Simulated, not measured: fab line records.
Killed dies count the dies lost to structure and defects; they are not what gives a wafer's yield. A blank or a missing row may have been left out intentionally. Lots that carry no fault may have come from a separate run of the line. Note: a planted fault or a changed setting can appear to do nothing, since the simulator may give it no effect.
Split-lot experiment + flow n5-finfet + 39 wafers read across 7 lots, on a route 1938 steps long

## THE SPLIT ITSELF
At N5_BEOL_M13_ETCH_59 (etches BARC in N2/H2, target depth 89 nm, overetch 26.7 nm, time 67.9 s), the setting time-s was moved away from the recipe's 67.9 s on 15 of the 39 wafers read, by -56.5% to +52.1%. The other wafers ran this setting at the recipe's value.

## FROM THE SPLIT TO THE READING: what the file shows between them, 5 steps
- N5_BEOL_M13_VIA_ETCH_16: etches SiOC in C4F8/O2/Ar, target depth 921.7 nm
- N5_BEOL_M13_STRIP_63: strips in N2/H2
- N5_BEOL_M13_STRIP_64: strips in N2/H2
- N5_BEOL_M13_STRIP_71: strips in post etch residue remover, time 60 s
- N5_BEOL_M13_SRD_72: time 30 s, dry time 30 s

## THE READING
cd-nm (nm) at N5_BEOL_M13_CD_MEAS_17, where the cd target is 190 nm. Fault-free wafers of this fab line usually give 190.4 nm, standard deviation 1.4 nm.

| wafer  | tool, chamber at the split | time-s as run, s | against the recipe | cd-nm, nm | against lot-mates on the recipe |
|--------|----------------------------|------------------|--------------------|-----------|---------------------------------|
| L077.1 | rie-diel-03, 3             | 52.73            | -22.3%             | 187.0     | -2.4                            |
| L077.2 | rie-diel-03, 1             | 67.9             | recipe             | 188.8     | -                               |
| L077.3 | rie-diel-03, 2,0           | 67.9             | recipe             | 189.3     | -                               |
| L077.4 | rie-diel-03, 0             | 52.73            | -22.3%             | 186.8     | -2.6                            |
| L077.5 | rie-diel-03, 2,0           | 67.9             | recipe             | 190.2     | -                               |
| L077.6 | rie-diel-03, 3             | 52.73            | -22.3%             | 185.9     | -3.5                            |
| L081.1 | rie-diel-03, 2             | 67.9             | recipe             | 188.2     | -                               |
| L081.2 | rie-diel-03, 0             | 82.75            | +21.9%             | 191.6     | +3.7                            |
| L081.3 | rie-diel-03, 3             | 67.9             | recipe             | 188.6     | -                               |
| L081.4 | rie-diel-03, 1             | 67.9             | recipe             | 186.9     | -                               |
| L081.5 | rie-diel-03, 2             | 82.75            | +21.9%             | 191.1     | +3.2                            |
| L081.6 | rie-diel-03, 3             | 82.75            | +21.9%             | 193.1     | +5.2                            |
| L083.1 | rie-diel-03, 0             | 67.9             | recipe             | 189.0     | -                               |
| L083.2 | rie-diel-03, 1             | 29.52            | -56.5%             | 181.3     | -8.2                            |
| L083.3 | rie-diel-03, 2             | 29.52            | -56.5%             | 182.1     | -7.4                            |
| L083.4 | rie-diel-03, 3             | 67.9             | recipe             | 191.1     | -                               |
| L083.5 | rie-diel-03, 0             | 67.9             | recipe             | 188.5     | -                               |
| L083.6 | rie-diel-03, 1             | 29.52            | -56.5%             | 181.7     | -7.8                            |
| L087.1 | rie-diel-06, 0,3           | 67.9             | recipe             | 189.7     | -                               |
| L087.2 | rie-diel-06, 1             | 103.3            | +52.1%             | 197.7     | +7.3                            |
| L087.3 | rie-diel-06, 2             | 67.9             | recipe             | 189.7     | -                               |
| L087.4 | rie-diel-06, 0,3           | 67.9             | recipe             | 191.9     | -                               |
| L087.5 | rie-diel-06, 0             | 103.3            | +52.1%             | 196.8     | +6.4                            |
| L087.6 | rie-diel-06, 1             | 103.3            | +52.1%             | 197.6     | +7.2                            |
| L090.1 | rie-diel-03, 2             | 89.67            | +32.1%             | 192.5     | +3.0                            |
| L090.2 | rie-diel-03, 1             | 89.67            | +32.1%             | 192.6     | +3.1                            |
| L090.3 | rie-diel-03, 0             | 67.9             | recipe             | 189.1     | -                               |
| L090.4 | rie-diel-03, 3             | 67.9             | recipe             | 189.6     | -                               |
| L090.5 | rie-diel-03, 1             | 67.9             | recipe             | 189.7     | -                               |
| L090.6 | rie-diel-03, 2             | 89.67            | +32.1%             | 192.1     | +2.6                            |
| L092.2 | rie-diel-06, 0             | 67.9             | recipe             | 190.3     | -                               |
| L092.3 | rie-diel-06, 2             | 67.9             | recipe             | 190.7     | -                               |
| L092.5 | rie-diel-06, 1             | 67.9             | recipe             | 189.5     | -                               |
| L093.1 | rie-diel-02, 3             | 67.9             | recipe             | 192.1     | -                               |
| L093.2 | rie-diel-02, 0             | 67.9             | recipe             | 193.3     | -                               |
| L093.3 | rie-diel-02, 1             | 67.9             | recipe             | 191.8     | -                               |
| L093.4 | rie-diel-02, 2             | 67.9             | recipe             | 193.2     | -                               |
| L093.5 | rie-diel-02, 1             | 67.9             | recipe             | 190.7     | -                               |
| L093.6 | rie-diel-02, 0             | 67.9             | recipe             | 192.1     | -                               |
The file does not say which wafer passed through which chamber wherever a row lists several chambers: such a row stands for several wafers.

FIT RESULTS
A straight line over all 39 wafers: cd-nm changes by +0.133 nm for each +1% of time-s; r = +0.92; the points scatter about the line by 1.5 nm.
The same after taking each lot's own level away (the mean of its wafers on the recipe; 39 wafers): +0.133 nm for each +1%; r = +0.97; scatter 0.88 nm.
That fit puts the effect of the largest move of time-s on the reading at 7.5 nm.
Across the lots, their own levels run from 187.90 to 192.20 nm, a range of 3.1 times the standard deviation given above.
The two slopes agree, so the slope changes little with the lot-to-lot level.
Check: with one of the wafers moved furthest among these (-56.5%) left out of the fit, the line predicts -7.39 nm for it against its lot-mates. It came out at -8.23 nm against them.

## FURTHER SPLITS ON THESE WAFERS
These wafers also went through other splits before the reading. Each is held against what the fit with the lots' levels taken away leaves over:
| other split on the same wafers      | wafers away from the commonest value | r with cd-nm (lot level and that fit taken away) |
|-------------------------------------|--------------------------------------|--------------------------------------------------|
| N5_BEOL_M11_ILD_DEP_00 target-thk-a | 12                                   | +0.09                                            |

## THE WHOLE CHAIN: every reading that the file lists as answering this split, in the file's order
| step                   | what it does                                                            | reading                                                                          | change (the file's fit)               | r (the file's) |
|------------------------|-------------------------------------------------------------------------|----------------------------------------------------------------------------------|---------------------------------------|----------------|
| N5_BEOL_M13_ETCH_59    | etches BARC in N2/H2, target depth 89 nm, overetch 26.7 nm, time 67.9 s | coat_of_BEOL_M13_COAT_04.thk-nm (the simulator's own value, which no gauge read) | -0.643 nm for each +1% of the setting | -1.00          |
| N5_BEOL_M13_STRIP_63   | strips in N2/H2                                                         | strip-time-to-endpoint-s                                                         | withheld for each +1% of the setting  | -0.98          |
| N5_BEOL_M13_CD_MEAS_17 | target cd 190 nm                                                        | cd-nm                                                                            | +0.132 nm for each +1% of the setting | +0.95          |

## THE FILE'S OWN FIT
cd-nm changes by +0.132 nm for each +1% of time-s, r = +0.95.
